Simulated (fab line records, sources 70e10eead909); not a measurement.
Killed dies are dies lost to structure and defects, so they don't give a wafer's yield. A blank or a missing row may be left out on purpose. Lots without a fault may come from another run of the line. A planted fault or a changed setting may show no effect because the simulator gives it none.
Which tool did it? | flow nand_harc | 11 lots, 33 wafers sampled, at 2 steps of a route of 1302

WHAT THE GAUGES READ, wafer by wafer
NHARC_A_ONON_D2_THK_MEAS_30: measures by ellipsometry.
lot  | measured     | on            | thk_nm (nm)
L074 | day 12 22:25 | film_metro-02 | 988 988 989
L078 | day 14 11:58 | film_metro-01 | 985 985 985
L079 | day 15 08:39 | film_metro-01 | 1003 1006 1005
L081 | day 15 21:38 | film_metro-01 | 999 995 997
L083 | day 16 14:51 | film_metro-01 | 1006 1006 1005
L085 | day 17 04:02 | film_metro-01 | 1010 1008 1008
L088 | day 19 00:52 | film_metro-02 | 1014 1013 1012
L089 | day 19 06:45 | film_metro-01 | 1008 1008 1007
L091 | day 20 06:27 | film_metro-01 | 993 992 994
L093 | day 20 17:01 | film_metro-02 | 996 997 996
L096 | day 21 22:26 | film_metro-01 | 1019 1021 1019

WHICH TOOL RAN EACH LOT (tool, then ch and the chambers of the sampled wafers, then the start)
lot  | NHARC_A_CHANNEL_HOLE_D1_ETCH_16
L074 | rie_diel-12 ch 0,1,3, day 12 22:25 or earlier
L078 | rie_diel-06 ch 1,2,3, day 14 11:58 or earlier
L079 | rie_diel-06 ch 0,1,3, day 15 08:39 or earlier
L081 | rie_diel-06 ch 1,2,3, day 15 21:38 or earlier
L083 | rie_diel-06 ch 0,1, day 16 14:51 or earlier
L085 | rie_diel-12 ch 0,1,3, day 17 04:02 or earlier
L088 | rie_diel-06 ch 1,2,3, day 19 00:52 or earlier
L089 | rie_diel-06 ch 0,1,3, day 19 06:45 or earlier
L091 | rie_diel-06 ch 1,2,3, day 20 06:27 or earlier
L093 | rie_diel-06 ch 1,2,3, day 20 17:01 or earlier
L096 | rie_diel-06 ch 2,3, day 21 22:26 or earlier
- NHARC_A_CHANNEL_HOLE_D1_ETCH_16: etches the open film in O2/COS, target depth 3100 nm, time 806 s.

THE ANSWER, worked out from the rows above alone
Rule: what is usual is taken from the lots themselves. Put in order of their means at a reading, lots are off if they are a third of the lots or fewer, leave a main group of 4 or more, and stand apart from it by a gap of 3 or more times the standard deviation of the main group's means; of several such gaps the widest counts. A main group whose means are all the same, to the digits that the tables above print for the reading, isn't used. A lot without any number at a reading at which 4 lots or more have one is off too. The other lots that the step has rows for count as sound.
No lot is off at any reading shown: from this, nothing can be told.

WHAT THE SIMULATOR HAD PUT IN
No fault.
